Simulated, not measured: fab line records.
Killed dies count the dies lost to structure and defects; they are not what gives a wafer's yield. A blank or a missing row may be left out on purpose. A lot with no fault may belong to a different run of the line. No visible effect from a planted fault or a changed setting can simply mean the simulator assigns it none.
fab line records ; flow nandHarc
record: lots: 6; wafers: 18; lastDay: 34
route steps=1302 shown A_CONTACT@1061 END@1302
lots with no fault: from the same line, run without faults
startH: the number of hours between the record's first day and the start of the first shown wafer of the lot ; waitH: hours from the lot's prior step to this one ; " unchanged from the row above ; L1.1+2: a row that stands for several wafers ; - no value present, or no start provided ; * or withheld: withheld ; < > ~ a bound
route shown NAME@n: a module of which the file shows steps, and the number in the route of the first ; usual: average and standard deviation across the fault-free wafers ; same: alike in all rows ; chamber/n: place in a boat ; sites: each site's reading ; _std_site: standard deviation across them ; _edge_site: mean of outer sites minus mean of inner sites ; radiusMm: how far each site lies from the wafer's centre ; mask NAME#n: copy n ; behind: the last tool/chamber to shape the wafer ; hold: the reason the lot was held/the length of the hold in hours/how it ended ; device: the transistor (n, p or np) that didn't switch ; end of line: tests of these same wafers at the route's end ; a step with no rows: only its recipe ; killed: not the wafer's yield, but the dies lost to structure and defects at the first sort ; map: per-die view of a wafer (x killed, . not killed, _ where there is no die)
set.NAME: the setting as run; set.NAME@STEP: as run at that earlier step ; model.NAME: the simulator's own value behind a step, which no gauge read
lots at selected steps of the route; one table per step, one row per wafer
services: the hour from which a tool's chamber was out of use, counted from the record's first day as startH (under 0 if before that day), plus the number of hours and why
== steps ==
step: NHARC_A_CONTACT_STRIP_104
recipe: cf4FlowSccm: 100; chf3FlowSccm: 30; arFlowSccm: 0; biasW: 0; chemistry: CF4/CHF3
step: NHARC_A_CONTACT_STRIP_105
recipe: o2FlowSccm: 400; cosFlowSccm: 20; arFlowSccm: 0; biasW: 0; chemistry: O2/COS
step: NHARC_A_CONTACT_ETCH_106
recipe: targetDepthA: 900; overetchA: 90; timeS: 49.5; ionEnergyEv: 100; cf4FlowSccm: 80; o2FlowSccm: 20; arFlowSccm: 0; rfW: 300; biasW: 100; chemistry: CF4/O2
usual: cf4FlowSccm: 79.98/0.22; drypumpMotorCurrentA: 5.8/0.33; oesProductAu: 1.002/0.011; rfVppV: 197.4/1.2; showerheadPlenumPTorr: 1.31/0.048; throttleValvePct: 13.396/0.0086
lot.wafer;tool;chamber;startH;waitH;cf4FlowSccm;drypumpMotorCurrentA;oesProductAu;rfHoursCounterH;rfVppV;showerheadPlenumPTorr;throttleValvePct
L806.3;rieDiel-03;0;536.47;0.1;79.56;5.7;0.985;22;198.4;1.35;13.393
L806.2;rieDiel-03;3;536.47;0.1;79.89;6.3;0.975;24;197.6;1.33;13.394
L806.5;rieDiel-03;1;536.47;0.1;80.12;5.6;0.989;-;197.9;1.37;13.387
L810.1;rieDiel-04;0;577.20;0.1;80.07;5.6;1.003;6;196.6;1.26;13.411
L810.3;rieDiel-04;2;577.20;0.1;79.70;6.3;1.000;6;198.5;1.37;13.388
L810.6;rieDiel-04;3;577.20;0.1;80.05;5.5;1.009;-;198.0;1.36;13.406
L812.1;rieDiel-04;2;636.70;0.1;79.83;6.3;0.975;14;199.8;1.37;13.390
L812.5;rieDiel-04;0;636.70;0.1;80.18;5.6;1.001;-;196.6;1.25;13.395
L812.6;rieDiel-04;1;636.70;0.1;80.12;5.6;1.007;-;197.2;1.30;13.391
L819.3;rieDiel-04;0;668.74;0.3;79.93;5.6;1.007;21;196.8;1.25;13.394
L819.1;rieDiel-04;1;668.74;0.3;79.86;5.6;1.008;20;196.0;1.30;13.393
L819.2;rieDiel-04;2;668.74;0.3;80.20;6.2;0.982;21;198.7;1.37;13.394
L820.2;rieDiel-04;1;681.61;0.1;79.66;5.6;1.013;21;196.8;1.30;13.386
L820.4;rieDiel-04;2;681.61;0.1;79.97;6.2;0.992;23;197.4;1.37;13.398
L820.6;rieDiel-04;3;681.61;0.1;79.80;5.5;1.011;-;198.9;1.35;13.407
L826.4;rieDiel-04;0;750.19;0.1;79.76;5.6;1.015;7;195.6;1.25;13.390
L826.3;rieDiel-04;2;750.19;0.1;80.31;6.2;0.988;6;198.3;1.36;13.404
L826.6;rieDiel-04;0;750.19;0.1;79.54;5.6;1.021;-;196.0;1.25;13.379
step: NHARC_A_CONTACT_STRIP_82
recipe: o2FlowSccm: 500; arFlowSccm: 0; biasW: 0; chemistry: O2
usual: drypumpMotorCurrentA: 5.9/0.34; oesProductAu: 1.001/0.012; rfVppV: 57.7/0.87; showerheadPlenumPTorr: 3.48/0.12; throttleValvePct: 17.037/0.0098
lot.wafer;tool;chamber;startH;waitH;drypumpMotorCurrentA;oesProductAu;rfHoursCounterH;rfVppV;showerheadPlenumPTorr;throttleValvePct
L806.3;rieDiel-03;1;-;-;5.6;1.002;16;58.6;3.62;17.035
L806.2;rieDiel-03;2;-;-;6.6;1.004;22;56.7;3.28;17.038
L806.5;rieDiel-03;2;-;-;6.6;0.997;-;56.6;3.28;17.010
L810.1;rieDiel-04;3;-;-;5.5;1.006;7;59.0;3.58;17.033
L810.3;rieDiel-04;0;-;-;5.6;1.002;6;57.1;3.33;17.040
L810.6;rieDiel-04;3;-;-;5.5;1.005;-;58.7;3.58;17.025
L812.1;rieDiel-04;3;-;-;5.5;1.006;15;58.1;3.58;17.040
L812.6;rieDiel-04;2;-;-;6.2;0.989;-;57.2;3.61;17.047
L812.5;rieDiel-04;3;-;-;5.5;0.999;-;59.1;3.58;17.023
L819.2;rieDiel-04;1;-;-;5.6;1.014;20;58.5;3.43;17.050
L819.1;rieDiel-04;2;-;-;6.3;0.991;21;58.0;3.61;17.024
L819.3;rieDiel-04;3;-;-;5.5;1.009;22;57.1;3.57;17.048
L820.2;rieDiel-04;2;-;-;6.3;0.982;23;57.2;3.61;17.049
L820.4;rieDiel-04;3;-;-;5.5;1.019;24;59.5;3.57;17.043
L820.6;rieDiel-04;2;-;-;6.3;0.980;-;59.0;3.61;17.035
L826.4;rieDiel-04;1;-;-;5.6;0.995;4;57.5;3.42;17.030
L826.3;rieDiel-04;3;-;-;5.5;1.002;6;59.0;3.56;17.053
L826.6;rieDiel-04;1;-;-;5.7;0.989;-;57.4;3.42;17.027
step: NHARC_A_CONTACT_STRIP_83
recipe: timeS: 600; tempC: 30; chemistry: postEtchResidueRemover
step: NHARC_A_CONTACT_DEP_84
recipe: targetThkA: 28000; tempC: 400; material: aC
usual: throttleValvePct: 35.000/0.01
lot.wafer;tool;chamber;startH;waitH;throttleValvePct
L806.2;aclDep-01;0;538.17;-;34.997
L806.3;aclDep-01;0;538.17;-;35.004
L806.5;aclDep-01;0;538.17;-;34.993
L810.1;aclDep-02;0;577.85;-;35.008
L810.3;aclDep-02;0;577.85;-;35.009
L810.6;aclDep-02;0;577.85;-;34.996
L812.1;aclDep-01;0;637.94;-;34.995
L812.5;aclDep-01;0;639.09;-;35.000
L812.6;aclDep-01;0;639.09;-;34.993
L819.1;aclDep-02;0;669.40;-;34.998
L819.2;aclDep-02;0;669.40;-;34.986
L819.3;aclDep-02;0;669.40;-;35.001
L820.2;aclDep-01;0;682.56;-;34.988
L820.4;aclDep-01;0;682.56;-;35.011
L820.6;aclDep-01;0;682.56;-;34.992
L826.3;aclDep-01;0;754.71;-;34.990
L826.4;aclDep-01;0;754.71;-;35.020
L826.6;aclDep-01;0;754.71;-;35.004
step: NHARC_A_CONTACT_DEP_85
recipe: targetThkA: 600; targetThkNm: 60; tempC: 400; pressureTorr: 3.5; flowSccm: 200; rfW: 350; material: SiON
usual: heaterPowerW: 721/99
lot.wafer;tool;chamber;startH;waitH;heaterPowerW
L806.3;pecvd-04;2;539.67;0.9;826
L806.2;pecvd-04;0;539.67;0.9;871
L806.5;pecvd-04;2;539.67;0.9;806
L810.1;pecvd-04;2;579.60;1.5;668
L810.3;pecvd-04;0;579.60;1.5;869
L810.6;pecvd-04;0;579.60;1.5;863
L812.1;pecvd-01;2;639.82;1.6;743
L812.6;pecvd-01;2;639.82;1.6;747
L812.5;pecvd-01;0;639.82;1.6;899
L819.1;pecvd-01;1;671.15;1.5;644
L819.3;pecvd-01;2;671.15;1.5;746
L819.2;pecvd-01;0;671.15;1.5;825
L820.2;pecvd-04;1;684.01;1.2;585
L820.4;pecvd-04;1;684.01;1.2;583
L820.6;pecvd-04;2;684.01;1.2;806
L826.3;pecvd-01;2;755.93;0.9;777
L826.4;pecvd-01;1;755.93;0.9;637
L826.6;pecvd-01;2;755.93;0.9;806
step: NHARC_A_CONTACT_DEHYDRATE_00
recipe: tempC: 150; timeS: 120
step: NHARC_A_CONTACT_HMDS_01
recipe: timeS: 30
step: NHARC_A_CONTACT_COAT_86
recipe: tempC: 260; timeS: 75
step: NHARC_A_CONTACT_COAT_87
recipe: tempC: 225; timeS: 65
step: NHARC_A_CONTACT_COAT_02
recipe: spinRpm: 1500; resistThkNm: 90
step: NHARC_A_CONTACT_SOFTBAKE_03
recipe: tempC: 105; timeS: 55
usual: heaterPowerTotalW: 188.45/0.13; plateTempC: 105.02/0.14
lot.wafer;tool;chamber;startH;waitH;heaterPowerTotalW;plateTempC
L806.2;lithoTrack-06;0;539;-;188.76;104.94
L806.3;lithoTrack-06;0;539;-;188.69;104.93
L806.5;lithoTrack-06;0;539;-;188.42;105.08
L810.1;lithoTrack-01;0;579;-;188.51;104.67
L810.3;lithoTrack-01;0;579;-;188.32;104.83
L810.6;lithoTrack-01;0;579;-;188.70;104.83
L812.1;lithoTrack-01;0;640;-;222.81;-
L812.5;lithoTrack-01;0;640;-;222.40;-
L812.6;lithoTrack-01;0;640;-;222.42;-
L819.1;lithoTrack-01;0;671;-;222.48;-
L819.2;lithoTrack-01;0;671;-;222.46;-
L819.3;lithoTrack-01;0;671;-;222.63;-
L820.2;lithoTrack-04;0;684;-;188.54;105.08
L820.4;lithoTrack-04;0;684;-;188.46;105.04
L820.6;lithoTrack-04;0;684;-;188.46;105.07
L826.3;lithoTrack-04;0;756;-;188.37;104.83
L826.4;lithoTrack-04;0;756;-;188.29;104.97
L826.6;lithoTrack-04;0;756;-;188.51;104.85
step: NHARC_A_CONTACT_EBR_04
step: NHARC_END_SORT_01
recipe: tempC: 25
usual: killedAtArray: 51/17; killedAtOther: 1.0/1.2; killedAtPeriphery: 3.4/2.5; killedDies: 56/17; killedOpen: 3.3/2.1; killedShort: 2.6/1.6
same: grossDies: 677
lot.wafer;tool;chamber;startH;waitH;killedAtArray;killedAtOther;killedAtPeriphery;killedDies;killedOpen;killedShort
L806.2;prober-01;0;591.79;2.8;56;2;4;62;1;1
L806.3;prober-01;0;592.59;3.1;59;0;2;61;4;1
L806.5;prober-01;0;594.18;3.7;35;1;2;38;2;4
L810.1;prober-02;0;629.43;2.5;72;0;2;74;2;1
L810.3;prober-02;0;631.08;3.1;74;1;1;76;1;5
L810.6;prober-02;0;633.55;4.1;81;2;2;85;2;4
L812.1;prober-02;0;689.01;2.5;53;0;2;55;0;4
L812.5;prober-02;0;692.23;3.7;43;0;5;48;5;4
L812.6;prober-02;0;693.04;4.0;76;1;3;80;4;5
L819.1;prober-01;0;720.99;2.5;33;0;0;33;1;1
L819.2;prober-01;0;721.79;2.8;26;1;3;30;1;1
L819.3;prober-01;0;722.59;3.1;22;0;1;23;1;5
killed by level:class
L806.2 A_CHANNEL_HOLE_D2:chamberFilmFlake=42 A_CONTACT:chamberFilmFlake=5 A_STAIRCASE:chamberFilmFlake=4 THIN_TSV:chamberFilmFlake=2 P_GATE:geometricParticle:open=1 P_GATE:geometricParticle:short=1 P_ZERO_WELL:chamberFilmFlake=1 P_CONTACT:chamberFilmFlake=1
L806.3 A_CHANNEL_HOLE_D2:chamberFilmFlake=39 A_CONTACT:chamberFilmFlake=6 A_STAIRCASE:chamberFilmFlake=4 A_CHANNEL_HOLE_D1:chamberFilmFlake=3 P_M0:geometricParticle:open=1 A_CHANNEL_FILL_D1:geometricParticle:short=1 A_ONON_D2:geometricParticle:open=1 A_CHANNEL_HOLE_D2:geometricParticle:open=1
L806.5 A_CHANNEL_HOLE_D2:chamberFilmFlake=18 A_CONTACT:chamberFilmFlake=8 P_ZERO_WELL:chamberFilmFlake=2 A_SOURCE_PLATE:geometricParticle:open=1 A_CHANNEL_FILL_D1:geometricParticle:short=1 A_DECK1_JOINT:geometricParticle:short=1 A_CHANNEL_FILL_D2:geometricParticle:short=1 A_WL_FILL:geometricParticle:short=1
L810.1 A_CHANNEL_HOLE_D1:chamberFilmFlake=31 A_SLIT:chamberFilmFlake=24 A_CHANNEL_HOLE_D2:chamberFilmFlake=8 A_ZERO_WELL:chamberFilmFlake=2 A_CONTACT:chamberFilmFlake=2 A_ONON_D2:geometricParticle:open=1 A_CHANNEL_HOLE_D2:geometricParticle:open=1 A_M1:geometricParticle:short=1
L810.3 A_CHANNEL_HOLE_D1:chamberFilmFlake=32 A_SLIT:chamberFilmFlake=28 A_CHANNEL_HOLE_D2:chamberFilmFlake=6 A_CONTACT:chamberFilmFlake=3 A_ONON_D1:geometricParticle:short=2 A_CHANNEL_FILL_D2:geometricParticle:short=1 A_SGD_CUT:geometricParticle:short=1 A_BLC:geometricParticle:open=1
L810.6 A_CHANNEL_HOLE_D1:chamberFilmFlake=35 A_SLIT:chamberFilmFlake=22 A_CHANNEL_HOLE_D2:chamberFilmFlake=11 A_CONTACT:chamberFilmFlake=5 A_M0:geometricParticle:short=2 P_STI:chamberFilmFlake=2 THIN_TSV:chamberFilmFlake=2 A_ONON_D1:geometricParticle:open=1
L812.1 A_CHANNEL_HOLE_D2:chamberFilmFlake=22 A_CHANNEL_HOLE_D1:chamberFilmFlake=12 A_CONTACT:chamberFilmFlake=7 A_STAIRCASE:chamberFilmFlake=4 P_STI:chamberFilmFlake=2 A_DECK1_JOINT:chamberFilmFlake=2 A_SLIT:chamberFilmFlake=2 A_CHANNEL_FILL_D1:geometricParticle:short=1
L812.5 A_CHANNEL_HOLE_D2:chamberFilmFlake=15 A_CHANNEL_HOLE_D1:chamberFilmFlake=13 A_SLIT:chamberFilmFlake=4 P_STI:chamberFilmFlake=3 A_CONTACT:chamberFilmFlake=2 P_M0:geometricParticle:open=1 A_CHANNEL_FILL_D1:geometricParticle:short=1 A_CHANNEL_HOLE_D2:geometricParticle:short=1
L812.6 A_CHANNEL_HOLE_D1:chamberFilmFlake=41 A_CHANNEL_HOLE_D2:chamberFilmFlake=15 A_CONTACT:chamberFilmFlake=6 A_SLIT:chamberFilmFlake=3 P_CONTACT:geometricParticle:short=1 P_M0:geometricParticle:open=1 A_ONON_D1:geometricParticle:short=1 A_CHANNEL_HOLE_D1:geometricParticle:short=1
L819.1 A_CHANNEL_HOLE_D1:chamberFilmFlake=18 A_SLIT:chamberFilmFlake=6 A_STAIRCASE:chamberFilmFlake=2 A_WL_FILL:chamberFilmFlake=2 A_WL_FILL:geometricParticle:open=1 A_M0:geometricParticle:short=1 A_DECK1_JOINT:chamberFilmFlake=1 A_CHANNEL_FILL_D2:chamberFilmFlake=1
L819.2 A_CHANNEL_HOLE_D1:chamberFilmFlake=15 A_CONTACT:chamberFilmFlake=5 P_ZERO_WELL:chamberFilmFlake=2 A_SLIT:chamberFilmFlake=2 A_CHANNEL_FILL_D1:geometricParticle:short=1 A_CHANNEL_FILL_D2:geometricParticle:open=1 P_CONTACT:chamberFilmFlake=1 A_ZERO_WELL:chamberFilmFlake=1
L819.3 A_CHANNEL_HOLE_D1:chamberFilmFlake=6 A_CONTACT:chamberFilmFlake=4 A_SLIT:chamberFilmFlake=3 P_M0:geometricParticle:short=1 A_CHANNEL_HOLE_D1:geometricParticle:short=1 A_CHANNEL_HOLE_D1:geometricParticle:open=1 A_ONON_D2:geometricParticle:short=1 A_STAIRCASE:geometricParticle:short=1
== services ==
tool;chamber;startH;hours;kind
rieDiel-03;1;518.37;15.8;repair
lithoTrack-06;-;529.00;7.0;pm
rieDiel-04;-;531.90;9.0;pm
rieDiel-04;0;531.90;9.0;ventCycle
rieDiel-04;1;531.90;9.0;ventCycle
aclDep-01;-;549.66;13.0;pm
lithoTrack-04;-;553.00;7.0;pm
pecvd-01;0;558.26;10.0;repair
aclDep-02;-;609.35;13.0;pm
pecvd-04;-;610.05;0.5;repair
pecvd-04;-;631.34;13.0;pm
rieDiel-03;-;635.98;9.0;pm
pecvd-01;-;673.57;13.0;pm
lithoTrack-01;-;680.00;7.0;pm
rieDiel-03;2;686.75;4.4;repair
rieDiel-03;1;698.73;5.7;repair
lithoTrack-06;-;704.00;7.0;pm
rieDiel-04;-;708.93;9.0;pm
pecvd-04;-;715.44;1.6;repair
lithoTrack-04;-;728.00;7.0;pm
rieDiel-04;1;728.03;7.0;repair
rieDiel-03;3;729.27;9.7;repair
aclDep-01;-;730.66;13.0;pm
rieDiel-03;3;745.25;21.0;repair
== key ==
firstSign: step: NHARC_A_CONTACT_SOFTBAKE_03; reading: heaterPowerTotalW; direction: up; sigmas: 99+; usual: *; struck: *
effect none on later readings
metAt NHARC_A_CONTACT_SOFTBAKE_03
struckWafers L812.1,L812.5,L812.6,L819.1,L819.2,L819.3
testerLeftOut L812,L819
onsetBetween 579 640
fault: kind: processParameterDrift; tool: lithoTrack-01; chamber: -; onsetH: 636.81; steps: NHARC_A_CONTACT_SOFTBAKE_03; channel: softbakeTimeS; offset: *; shape: step; endH: 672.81; actsIn: *; stated: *
testerLeftOut: of these lots the tester's yield and bins aren't shown, on N5 and GAA mostly nor the transistor test; their killed dies are dies lost to structure and defects alone, not to doping, threshold or leakage, so they don't give the yield
